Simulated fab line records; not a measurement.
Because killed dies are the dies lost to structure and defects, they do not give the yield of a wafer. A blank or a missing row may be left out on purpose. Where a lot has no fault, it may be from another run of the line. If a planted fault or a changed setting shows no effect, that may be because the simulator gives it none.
fab line records | flow n5Finfet
record: lots: 11 wafers: 33 lastDay: 17
route steps=1938 shown MIM_BOT@1832 MIM_TOP_LITHO@1850 MIM_BOT_LITHO@1858
lots that met no fault: taken from a fault-free run of the same line
startH: start of the lot's first displayed wafer, in hours after the record's first day | waitH: how many hours have passed since the lot's step before this one | " as in the row above | L1.1+2: a single row standing in for several wafers | - no value present, or no start provided | * or withheld: withheld | < > ~ a bound
route shown NAME@n: NAME is a module with steps in the file, n the number in the route of the first one | usual: mean/standard deviation of fault-free wafers | same: alike in all rows | chamber/n: place in a boat | sites: per-site readings | _std_site: how widely they spread, as a standard deviation | _edge_site: mean of outer sites minus mean of inner sites | radiusMm: for every site, how far away it sits from the centre of the wafer | mask NAME#n: copy n | behind: the last tool/chamber to shape the wafer | hold: cause of the lot's hold/its duration in hours/its outcome | device: names the non-switching transistor (n, p or np) | end of line: the route-end tests of the same wafers | a step given without rows: its recipe and nothing more | killed: not the wafer's yield, but the dies lost to structure and defects at the first sort | map: the dies of a wafer, with x for killed, . for not killed, _ for no die there
set.NAME: the setting as run; set.NAME@STEP: as run at that earlier step | model.NAME: the simulator's own value behind a step, which no gauge read
route steps across a sampled set of lots; one table per step, one row per wafer
services: the hour from which a tool's chamber was out of use, counted from the record's first day as startH (under 0 if before that day), plus the number of hours and why
== steps ==
step: N5_MIM_BOT_DEGAS_01
recipe: ambient: vacuum tempC: 300 timeS: 60
usual: heaterPowerW: 453/27
columns lot.wafer tool chamber startH waitH heaterPowerW
L181.3 pvdSputter-03 - 262.86 1.2 474
L181.4 " - " " 477
L181.6 " - " " 461
L184.2 pvdSputter-02 - 295.81 0.2 442
L184.4 " - " " 488
L184.6 " - " " 435
L188.1 pvdSputter-01 - 309.78 0.5 473
L188.3 " - " " 450
L188.5 " - " " 459
L189.3 pvdSputter-01 - 323.73 0.9 389
L189.4 " - " " 444
L189.5 " - " " 381
L195.3 pvdSputter-02 - 356.63 0.7 453
L195.5 " - " " 437
L195.6 " - " " 438
L194.2 pvdSputter-02 - 360.59 1.3 441
L194.4 " - " " 432
L194.6 " - " " 447
L196.1 pvdSputter-02 - 360.79 1.2 460
L196.2 " - " " 437
L196.6 " - " " 454
L198.2 pvdSputter-01 - 374.60 0.8 444
L198.4 " - " " 458
L198.5 " - " " 460
L199.1 pvdSputter-02 - 382.83 1.9 461
L199.2 " - " " 478
L199.4 " - " " 437
L202.1 pvdSputter-01 - 392.37 1.6 449
L202.2 " - " " 464
L202.6 " - " " 373
L201.1 pvdSputter-01 - 397.06 1.1 392
L201.2 " - " " 435
L201.3 " - " " 473
step: N5_MIM_TOP_LITHO_DESCUM_10
recipe: chemistry: O2 timeS: 7.9 sourcePowerW: 50 biasPowerW: 20 pressureMtorr: 20 rfFrequencyHz: 2.712e+07 tempC: 40 o2FlowSccm: 225
usual: drypumpMotorCurrentA: 5.69/0.3 oesProductAu: 0.80/0.079 rfVppV: 243.4/1.2 showerheadPlenumPTorr: 2.10/0.055 throttleValvePct: 20.4/0.31
columns lot.wafer tool chamber startH waitH drypumpMotorCurrentA oesProductAu rfHoursCounterH rfVppV showerheadPlenumPTorr throttleValvePct
L181.3 rieDiel-04 1 264.35 0.0 5.45 0.67 240 242.6 2.07 20.4
L181.4 " 0 " " 6.22 0.84 72 244.1 2.13 20.3
L181.6 " 1 " " 5.43 0.67 - 241.8 2.07 20.4
L184.2 rieDiel-06 3 299.53 0.0 6.02 0.78 144 244.7 2.09 20.3
L184.4 " 0 " " 5.58 0.78 95 244.0 2.00 19.9
L184.6 " 1 " " 5.94 0.91 - 243.2 2.11 20.2
L188.1 rieDiel-06 3 311.53 0.0 6.05 0.78 147 242.3 2.09 20.3
L188.3 " 0 " " 5.54 0.77 98 242.4 2.00 19.9
L188.5 " 2 " " 5.67 0.77 - 243.7 2.08 20.6
L189.3 rieDiel-06 1 325.39 0.1 5.95 0.91 33 245.5 2.11 20.2
L189.4 " 3 " " 6.06 0.77 152 242.6 2.09 20.3
L189.5 " 1 " " 5.94 0.90 - 246.4 2.11 20.2
L195.3 rieDiel-06 0 360.33 0.3 5.54 0.76 115 242.0 1.99 19.9
L195.5 " 0 " " 5.56 0.76 - 241.5 1.99 19.9
L195.6 " 1 " " 5.92 0.89 - 243.7 2.10 20.2
L194.2 rieDiel-04 3 362.13 0.0 6.12 0.73 148 244.5 2.01 20.4
L194.4 " 0 " " 6.21 0.81 107 243.5 2.12 20.3
L194.6 " 3 " " 6.11 0.73 - 242.8 2.01 20.4
L196.1 rieDiel-01 1 362.58 0.0 5.57 0.96 9 244.8 2.15 20.6
L196.2 " 2 " " 5.86 0.85 57 245.7 2.20 20.6
L196.6 " 0 " " 5.13 0.79 - 243.8 2.12 20.5
L198.2 rieDiel-06 0 378.60 0.0 5.52 0.76 123 243.1 1.99 19.9
L198.4 " 3 " " 6.03 0.75 170 244.2 2.08 20.3
L198.5 " 1 " " 5.92 0.86 - 243.7 2.10 20.2
L199.1 rieDiel-06 1 385.05 0.2 5.93 0.87 55 241.9 2.10 20.2
L199.2 " 0 " " 5.54 0.75 126 242.1 1.99 19.9
L199.4 " 3 " " 6.04 0.76 172 243.6 2.08 20.3
L202.1 rieDiel-04 0 394.78 0.5 6.20 0.79 117 244.1 2.11 20.3
L202.2 " 3 " " 6.12 0.71 158 242.5 2.01 20.4
L202.6 " 1 " " 5.44 0.88 - 241.4 2.06 20.1
L201.1 rieDiel-06 3 398.59 0.0 6.05 0.75 176 243.0 2.08 20.3
L201.2 " 2 " " 5.64 0.75 163 241.8 2.07 20.6
L201.3 " 0 " " 5.56 0.74 130 242.4 1.99 19.9
step: N5_MIM_BOT_LITHO_EXPOSE_05
recipe: maskId: MIM_BOT na: 0.55 sourceShape: conventional sigmaOuter: 0.8 polarization: unpolarized doseMj: 24.25
columns lot.wafer tool chamber startH waitH mask
L181.3+4+6 krfScanner-02 0 265.10 - MIM_BOT#0
L184.2+4+6 krfScanner-02 0 300.01 - MIM_BOT#0
L188.1+3+5 krfScanner-01 0 312.13 - MIM_BOT#0
L189.3+4+5 krfScanner-01 0 326.02 - MIM_BOT#0
L195.3+5+6 krfScanner-01 0 360.94 - MIM_BOT#0
L194.2+4+6 krfScanner-01 0 362.77 - MIM_BOT#0
L196.1+2+6 krfScanner-01 0 363.05 - MIM_BOT#0
L198.2+4+5 krfScanner-02 0 379.20 - MIM_BOT#0
L199.1+2+4 krfScanner-02 0 385.64 - MIM_BOT#0
L202.1+2+6 krfScanner-02 0 395.25 - MIM_BOT#0
L201.1+2+3 krfScanner-02 0 399.18 - MIM_BOT#0
step: N5_MIM_BOT_LITHO_CD_MEAS_08
recipe: targetCdNm: 3000 landingEnergyEv: 500 detector: seInlens polarity: opening
usual: cdNm: 3001.4/2.3
columns lot.wafer tool chamber startH waitH cdNm
L181.3 cdSem-01 0 265.27 - 3000.8
L181.4 " 0 " " 3002.4
L181.6 " 0 " " 3003.9
L184.2 cdSem-02 0 300.18 - 3001.2
L184.4 " 0 " " 3001.2
L184.6 " 0 " " 2996.1
L188.1 cdSem-02 0 312.31 - 3000.4
L188.3 " 0 " " 2998.2
L188.5 " 0 " " 3000.7
L189.3 cdSem-02 0 326.19 - 3000.6
L189.4 " 0 " " 2999.7
L189.5 " 0 " " 3002.2
L195.3 cdSem-03 0 361.10 - 3004.8
L195.5 " 0 " " 3005.4
L195.6 " 0 " " 3038.5
L194.2 cdSem-03 0 362.94 - 3041.0
L194.4 " 0 " " 3040.7
L194.6 " 0 " " 3038.7
L196.1 cdSem-02 0 363.22 - 3002.6
L196.2 " 0 " " 3041.6
L196.6 " 0 " " 3040.7
L198.2 cdSem-03 0 379.37 - 2999.5
L198.4 " 0 " " 3002.6
L198.5 " 0 " " 2999.3
L199.1 cdSem-03 0 385.82 - 3002.9
L199.2 " 0 " " 2997.9
L199.4 " 0 " " 3001.9
L202.1 cdSem-03 0 395.43 - 3004.9
L202.2 " 0 " " 3002.6
L202.6 " 0 " " 2998.6
L201.1 cdSem-02 0 399.36 - 3001.2
L201.2 " 0 " " 2999.3
L201.3 " 0 " " 3004.4
step: N5_MIM_BOT_LITHO_OVL_MEAS_11
recipe: pointsPerWafer: 44
usual: MIM_BOT_OVL: 1/5.6
same: pointsPerWafer: 44
columns lot.wafer tool chamber startH waitH MIM_BOT_OVL[nm]
L181.3 overlay-02 0 265.30 0.0 -4
L181.4 " 0 " " -2
L181.6 " 0 " " 0
L184.2 overlay-01 0 300.21 0.0 -4
L184.4 " 0 " " 1
L184.6 " 0 " " -6
L188.1 overlay-02 0 312.34 0.0 6
L188.3 " 0 " " 6
L188.5 " 0 " " 5
L189.3 overlay-01 0 326.22 0.0 7
L189.4 " 0 " " 6
L189.5 " 0 " " 5
L195.3 overlay-02 0 361.15 0.0 4
L195.5 " 0 " " 10
L195.6 " 0 " " 7
L194.2 overlay-02 0 362.97 0.0 -4
L194.4 " 0 " " -10
L194.6 " 0 " " 0
L196.1 overlay-02 0 363.25 0.0 5
L196.2 " 0 " " 0
L196.6 " 0 " " -1
L198.2 overlay-01 0 379.40 0.0 -1
L198.4 " 0 " " 3
L198.5 " 0 " " 5
L199.1 overlay-02 0 385.86 0.0 -13
L199.2 " 0 " " 1
L199.4 " 0 " " 0
L202.1 overlay-01 0 395.46 0.0 -2
L202.2 " 0 " " -7
L202.6 " 0 " " -3
L201.1 overlay-01 0 399.39 0.0 2
L201.2 " 0 " " 5
L201.3 " 0 " " -1
== services ==
columns tool chamber startH hours kind
rieDiel-06 3 242.09 1.5 repair
rieDiel-06 0 242.48 1.3 repair
krfScanner-02 - 248.43 1.3 repair
rieDiel-04 0 276.72 15.8 repair
krfScanner-01 - 281.08 1.1 repair
krfScanner-01 - 289.29 1.4 repair
rieDiel-04 3 290.02 5.1 repair
rieDiel-04 2 293.54 9.1 repair
rieDiel-04 1 302.68 - clean
krfScanner-02 - 306.25 1.0 pm
krfScanner-02 0 311.05 - calibration
krfScanner-02 - 311.51 1.3 pm
krfScanner-01 - 321.44 1.3 pm
rieDiel-04 3 327.77 1.6 repair
krfScanner-02 - 339.54 0.9 repair
krfScanner-02 - 344.31 0.3 repair
pvdSputter-01 - 346.24 2.4 repair
krfScanner-02 - 362.31 0.8 repair
rieDiel-01 2 366.86 2.7 repair
krfScanner-01 - 369.21 0.8 pm
krfScanner-01 0 377.12 - calibration
krfScanner-01 - 378.77 1.0 pm
rieDiel-01 0 392.70 7.0 repair
rieDiel-01 2 393.83 4.5 repair
== key ==
firstSign: step: N5_MIM_BOT_LITHO_CD_MEAS_08 reading: cdNm direction: up sigmas: 17 usual: 3001.4 struck: 3040.2
effect none on later readings
metAt N5_MIM_BOT_LITHO_EXPOSE_05
struckLots L194,L195,L196
struckWafers L194.2,L194.4,L194.6,L195.6,L196.2,L196.6
notActingAt N5_MIM_BOT_DEGAS_01,N5_MIM_TOP_LITHO_DESCUM_10,N5_MIM_BOT_LITHO_OVL_MEAS_11
onsetBetween 326.02 360.94
fault: kind: processParameterDrift tool: krfScanner-01 chamber: - onsetH: 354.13 steps: N5_MIM_BOT_LITHO_EXPOSE_05 channel: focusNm offset: 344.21 shape: step endH: 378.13 scope: struckWafersOnly
